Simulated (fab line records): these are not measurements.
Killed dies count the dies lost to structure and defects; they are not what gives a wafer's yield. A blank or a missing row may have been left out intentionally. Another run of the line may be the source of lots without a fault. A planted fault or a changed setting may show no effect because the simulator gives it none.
Matching of chambers | flow nandHarc | NHARC_A_CHANNEL_FILL_D1_ALD_25 on aldHk-03: 4 sister chambers
The step deposits SiOx, target thk 60 nm, pulse time 10 s, ald cycles 600. 16 wafers are shown with their chamber, then 8 later ones without.

WAFERS PAIRED WITH THEIR CHAMBERS
wafer  | chamber | heaterPowerW (W) | precursorPulseHeightRel
L076.2 | 0       | 412              | 1.023
L076.3 | 3       | 477              | 1.000
L076.4 | 2       | 493              | 0.989
L078.1 | 2       | 486              | 0.985
L078.2 | 0       | 425              | 0.994
L078.3 | 1       | 514              | 1.004
L081.2 | 2       | 500              | 0.987
L081.3 | 3       | 476              | 1.011
L081.5 | 1       | 505              | 0.967
L085.2 | 0       | 407              | 1.001
L085.3 | 2       | 496              | 0.982
L085.4 | 1       | 508              | 1.012
L087.3 | 3       | 485              | 1.011
L087.4 | 2       | 484              | 0.988
L087.6 | 2       | 509              | 1.027
L090.2 | 2       | 500              | 1.035

SIGNATURES (means of the wafers above)
reading                 | chamber 0 | chamber 1 | chamber 2 | chamber 3 | scatter within a chamber
heaterPowerW            | 414.67    | 509.00    | 495.43    | 479.33    | 7.72
precursorPulseHeightRel | 1.00600   | 0.99433   | 0.99900   | 1.00733   | 0.0196
Rule: for a wafer and a chamber, the distance is found by dividing, reading by reading, the gap between the wafer's reading and the chamber's mean by the reading's scatter, squaring, summing and taking the root. The wafer belongs to the nearest chamber; if the next one is less than 2 further off, it can't be placed. The scatter: take each reading less its chamber's mean, square it, sum over the shown wafers, divide by the number of wafers less the number of chambers, and take the root.

WAFERS WITH NO CHAMBER GIVEN
wafer  | heaterPowerW (W) | precursorPulseHeightRel
L090.3 | 511              | 1.016
L090.5 | 503              | 1.003
L094.1 | 531              | 0.985
L094.2 | 509              | 1.025
L094.4 | 439              | 0.985
L096.2 | 456              | 0.989
L096.3 | 420              | 1.003
L096.5 | 428              | 1.025

WHICH CHAMBER EACH ONE RAN IN
wafer  | from the rows above     | in truth
L090.3 | can't be placed: 1 or 2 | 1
L090.5 | can't be placed: 1 or 2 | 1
L094.1 | can't be placed: 1 or 2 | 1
L094.2 | can't be placed: 1 or 2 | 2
L094.4 | 0                       | 0
L096.2 | can't be placed: 3 or 2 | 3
L096.3 | 0                       | 0
L096.5 | 0                       | 0
Placed correctly: 3 of 8. Cannot be placed on the basis of these rows: 5; the candidates contain the true chamber in 5. Placed wrongly: 0.
